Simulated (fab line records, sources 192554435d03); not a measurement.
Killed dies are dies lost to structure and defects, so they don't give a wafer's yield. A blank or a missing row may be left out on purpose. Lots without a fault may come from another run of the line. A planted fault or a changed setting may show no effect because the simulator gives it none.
Split-lot experiment | flow n5_finfet | 7 lots, 39 wafers read, on a route of 1938 steps

THE SPLIT
At N5_BEOL_M5_DESCUM_16 (chemistry O2, time 7 s), the setting time_s was moved away from the recipe's 7 s on 12 of the 39 wafers read, by -53.5% to -36.9%. The other wafers ran this setting at the recipe's value.

The file shows no step between the split and the reading.

THE READING
BEOL_M5.cd_nm (the simulator's own value, which no gauge read), in nm, at N5_BEOL_M5_ETCH_72 (etches underlayer in N2/H2, target depth 6.5 nm, time 5.2 s). The file gives no usual value for it. The 27 wafers here that ran the recipe average 28.1 nm, standard deviation 0.14 nm.

wafer  | tool, chamber at the split | time_s as run, s | against the recipe | BEOL_M5.cd_nm, nm | against lot-mates on the recipe
L081.1 | rie_diel-03, 0,1           | 7                | recipe             | 28.2              | -
L081.2 | rie_diel-03, 0,1           | 7                | recipe             | 28.2              | -
L081.3 | rie_diel-03, 2             | 7                | recipe             | 28.2              | -
L081.4 | rie_diel-03, 3             | 3.984            | -43.1%             | 27.8              | -0.4
L081.5 | rie_diel-03, 0             | 3.984            | -43.1%             | 27.8              | -0.4
L081.6 | rie_diel-03, 3             | 3.984            | -43.1%             | 27.8              | -0.4
L084.1 | rie_diel-03, 2,1,3,2       | 7                | recipe             | 28                | -
L084.5 | rie_diel-03, 2,1,3,2       | 7                | recipe             | 28                | -
L084.6 | rie_diel-03, 2,1,3,2       | 7                | recipe             | 28                | -
L084.2 | rie_diel-03, 3             | 7                | recipe             | 28.2              | -
L084.3 | rie_diel-03, 0             | 7                | recipe             | 28.2              | -
L084.4 | rie_diel-03, 2,1,3,2       | 7                | recipe             | 28.2              | -
L087.1 | rie_diel-04, 3,0,2         | 3.255            | -53.5%             | 27.6              | -0.4
L087.6 | rie_diel-04, 3,0,2         | 3.255            | -53.5%             | 27.6              | -0.4
L087.2 | rie_diel-04, 1             | 7                | recipe             | 27.8              | -
L087.3 | rie_diel-04, 2             | 7                | recipe             | 28                | -
L087.4 | rie_diel-04, 3,0,2         | 3.255            | -53.5%             | 27.4              | -0.6
L087.5 | rie_diel-04, 1             | 7                | recipe             | 28.2              | -
L085.1 | rie_diel-04, 2,0           | 7                | recipe             | 28.4              | -
L085.2 | rie_diel-04, 2,0           | 7                | recipe             | 28.2              | -
L085.4 | rie_diel-04, 1             | 7                | recipe             | 28.2              | -
L085.3 | rie_diel-04, 3             | 3.614            | -48.4%             | 27.6              | -0.7
L085.5 | rie_diel-04, 2             | 3.614            | -48.4%             | 27.8              | -0.5
L085.6 | rie_diel-04, 3             | 3.614            | -48.4%             | 27.8              | -0.5
L090.1 | rie_diel-04, 0,2           | 7                | recipe             | 28                | -
L090.2 | rie_diel-04, 1,3,2         | 7                | recipe             | 28                | -
L090.4 | rie_diel-04, 0,2           | 7                | recipe             | 28                | -
L090.3 | rie_diel-04, 1,3,2         | 7                | recipe             | 27.8              | -
L090.5 | rie_diel-04, 1,3,2         | 7                | recipe             | 28.2              | -
L090.6 | rie_diel-04, 1             | 7                | recipe             | 28.2              | -
L092.1 | rie_diel-03, 2,0           | 7                | recipe             | 28                | -
L092.2 | rie_diel-03, 3             | 7                | recipe             | 28.2              | -
L092.4 | rie_diel-03, 2,0           | 7                | recipe             | 28.2              | -
L092.3 | rie_diel-03, 1             | 4.418            | -36.9%             | 27.6              | -0.5
L092.5 | rie_diel-03, 0,3           | 4.418            | -36.9%             | 27.8              | -0.3
L092.6 | rie_diel-03, 0,3           | 4.418            | -36.9%             | 27.8              | -0.3
L097.1 | rie_diel-05, 1,2,3         | 7                | recipe             | 28.2              | -
L097.4 | rie_diel-05, 1,2,3         | 7                | recipe             | 28                | -
L097.5 | rie_diel-05, 1,2,3         | 7                | recipe             | 28                | -
Where a row lists several chambers, the file gives one row for several wafers and doesn't say which wafer went through which chamber.

THE FIT
A straight line over all 39 wafers: BEOL_M5.cd_nm changes by +0.00895 nm for each +1% of time_s; r = +0.83; the points scatter about the line by 0.13 nm.
The same after taking each lot's own level away (the mean of its wafers on the recipe; 39 wafers): +0.0098 nm for each +1%; r = +0.89; scatter 0.11 nm.
On that fit, the largest move of time_s shifts the reading by 0.52 nm.
The lots' own levels span 28.00 to 28.27 nm, that is 1.9 times the standard deviation above.
So the lot-to-lot level changes the slope little: the two slopes agree.
Check: with one of the wafers moved furthest among these (-53.5%) left out of the fit, the line predicts -0.542 nm for it against its lot-mates. It came out at -0.4 nm against them.

OTHER SPLITS ON THESE WAFERS
These wafers also went through other splits before the reading. Each is held against what the fit with the lots' levels taken away leaves over:
other split on the same wafers               | wafers away from the commonest value | r with BEOL_M5.cd_nm (lot level and that fit taken away)
N5_FIN_SAQP_HM_DEP_72 target_thk_a           | 12                                   | +0.05
N5_MOL_CONTACT_COAG_SPUTTER_143 target_thk_a | 15                                   | -0.16
N5_BEOL_M3_CVD_47 target_thk_a               | 15                                   | +0.02

THE WHOLE CHAIN: every reading that the file lists as answering this split, in the file's order
step                 | what it does                                                | reading                                                                            | change (the file's fit)                 | r (the file's)
N5_BEOL_M5_DESCUM_16 | chemistry O2, time 7 s                                      | CAR-EUV_of_BEOL_M5_COAT_05.thk_nm (the simulator's own value, which no gauge read) | -0.0348 nm for each +1% of the setting  | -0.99
N5_BEOL_M5_DESCUM_16 | chemistry O2, time 7 s                                      | BEOL_M5.cd_nm (the simulator's own value, which no gauge read)                     | +0.00902 nm for each +1% of the setting | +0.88
N5_BEOL_M5_ETCH_72   | etches underlayer in N2/H2, target depth 6.5 nm, time 5.2 s | BEOL_M5.cd_nm (the simulator's own value, which no gauge read)                     | +0.00983 nm for each +1% of the setting | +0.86

THE FILE'S OWN FIT
BEOL_M5.cd_nm changes by +0.00983 nm for each +1% of time_s, r = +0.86.
